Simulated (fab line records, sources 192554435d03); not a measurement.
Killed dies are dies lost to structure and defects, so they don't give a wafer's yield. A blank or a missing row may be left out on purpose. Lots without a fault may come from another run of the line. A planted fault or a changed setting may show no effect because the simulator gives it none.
Chamber matching | flow n5_finfet | N5_BEOL_M9_ALD_74 on ald_metal-02: 4 sister chambers
The step deposits TaN, target thk 2 nm, pulse time 2 s, purge time 3 s. 8 wafers are shown with their chamber, then 6 later ones without.

WAFERS WITH THEIR CHAMBER
wafer  | chamber | heater_power_w (W) | precursor_vessel_carrier_sccm (sccm)
L997.2 | 1       | 398                | 997
L993.4 | 2       | 407                | 996
L100.1 | 3       | 433                | 1003
L100.3 | 1       | 392                | 994
L100.4 | 0       | 341                | 1004
L104.1 | 3       | 430                | 998
L104.4 | 2       | 404                | 995
L104.5 | 0       | 346                | 1000

WAFERS WITHOUT THEIR CHAMBER
wafer  | heater_power_w (W) | precursor_vessel_carrier_sccm (sccm)
L105.1 | 338                | 999
L105.4 | 410                | 1000
L105.5 | 409                | 1000
L108.1 | 410                | 994
L108.5 | 381                | 1000
L108.6 | 339                | 1003

WHICH CHAMBER EACH WENT THROUGH
wafer  | from the rows above | in truth
L105.1 | 0                   | 0
L105.4 | 2                   | 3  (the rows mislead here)
L105.5 | 2                   | 2
L108.1 | 2                   | 2
L108.5 | 1                   | 1
L108.6 | 0                   | 0
Placed correctly: 5 of 6. Can't be placed from these rows: 0. Placed wrongly: 1.
How it was worked out, from the rows above alone: a wafer's distance from a chamber is the root of the sum, over the readings, of the square of ((its reading less the chamber's mean) divided by the reading's scatter). The wafer belongs to the nearest chamber; if the next one is less than 2 further off, it can't be placed. A chamber's mean is the mean of its shown wafers. The scatter: the root of (the sum of the squares of (reading less its chamber's mean) over the shown wafers, divided by (wafers less chambers)).
